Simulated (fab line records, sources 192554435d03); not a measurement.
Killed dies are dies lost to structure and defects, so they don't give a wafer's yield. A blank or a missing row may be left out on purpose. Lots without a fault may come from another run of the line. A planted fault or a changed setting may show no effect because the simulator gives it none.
Chamber matching | flow n5_finfet | N5_HKMG_FIN_ETCH_54 on rie_diel-04: 4 sister chambers
The step etches SiARC in CF4, target depth 45.5 nm, time 75.8 s. 4 wafers are shown with their chamber, then 7 later ones without.

WAFERS WITH THEIR CHAMBER
wafer  | chamber | showerhead_plenum_p_Torr (Torr)
L735.2 | 0       | 2.28
L746.2 | 2       | 2.10
L746.6 | 1       | 2.04
L748.5 | 3       | 2.12

WAFERS WITHOUT THEIR CHAMBER
wafer  | showerhead_plenum_p_Torr (Torr)
L748.6 | 2.27
L754.3 | 2.09
L754.5 | 2.09
L754.6 | 2.03
L756.2 | 2.03
L756.5 | 2.03
L756.6 | 2.09

WHICH CHAMBER EACH WENT THROUGH
wafer  | from the rows above     | in truth
L748.6 | 0                       | 0
L754.3 | can't be placed: 2 or 3 | 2
L754.5 | can't be placed: 2 or 3 | 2
L754.6 | 1                       | 1
L756.2 | 1                       | 1
L756.5 | 1                       | 1
L756.6 | can't be placed: 2 or 3 | 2
Placed correctly: 4 of 7. Can't be placed from these rows: 3 (the true chamber is among the candidates in 3). Placed wrongly: 0.
How it was worked out, from the rows above alone: a wafer's distance from a chamber is the root of the sum, over the readings, of the square of ((its reading less the chamber's mean) divided by the reading's scatter). The wafer belongs to the nearest chamber; if the next one is less than 2 further off, it can't be placed. A chamber's mean is the mean of its shown wafers. The scatter: with one shown wafer a chamber, the root of the mean of the squares of how far each hidden wafer lies from its nearest shown one.
